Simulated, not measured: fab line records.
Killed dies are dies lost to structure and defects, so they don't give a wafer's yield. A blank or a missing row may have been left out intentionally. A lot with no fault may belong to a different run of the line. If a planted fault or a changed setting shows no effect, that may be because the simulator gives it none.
Which of the tools did it? || flow n5 finfet || at 1 step of a route of 1938, 9 lots with 27 wafers sampled

WHAT EACH GAUGE READ, for each wafer
N5_BEOL_M8_INSPECT_13: inspects for defects (brightfield).
{"lot": "L480", "measured": "day 11 05:09", "on": "defect inspect-01", "raw defect count": "620 453 479"}
{"lot": "L484", "measured": "day 12 03:41", "on": "defect inspect-01", "raw defect count": "377 465 361"}
{"lot": "L486", "measured": "day 12 22:58", "on": "defect inspect-02", "raw defect count": "461 389 407"}
{"lot": "L487", "measured": "day 13 02:53", "on": "defect inspect-01", "raw defect count": "406 409 403"}
{"lot": "L490", "measured": "day 14 00:26", "on": "defect inspect-01", "raw defect count": "347 291 313"}
{"lot": "L489", "measured": "day 14 05:25", "on": "defect inspect-02", "raw defect count": "345 381 313"}
{"lot": "L494", "measured": "day 15 14:20", "on": "defect inspect-01", "raw defect count": "468 439 602"}
{"lot": "L497", "measured": "day 16 01:46", "on": "defect inspect-01", "raw defect count": "346 287 320"}
{"lot": "L500", "measured": "day 17 00:15", "on": "defect inspect-01", "raw defect count": "256 340 298"}

WHICH TOOL RAN EACH LOT (tool, then ch and the chambers of the sampled wafers, then the start)
The record holds no process step before these readings.

THE ANSWER, worked out from the rows above alone
Rule: usual is defined by the lots themselves. The widest of any qualifying gaps counts: lots, ordered by their means at a reading, are off when they make up no more than a third of the lots, leave a main group of 4 or more, and stand apart from it by 3 or more times the standard deviation of that group's means. A main group is skipped when, at the precision printed for the reading in the tables above, its means are all equal. A lot without any number at a reading at which 4 lots or more have one is off too. All remaining lots with rows at the step are treated as sound.
No lot is off on any of the readings shown, so nothing can be concluded from this.

WHAT WAS PUT IN BY THE SIMULATOR
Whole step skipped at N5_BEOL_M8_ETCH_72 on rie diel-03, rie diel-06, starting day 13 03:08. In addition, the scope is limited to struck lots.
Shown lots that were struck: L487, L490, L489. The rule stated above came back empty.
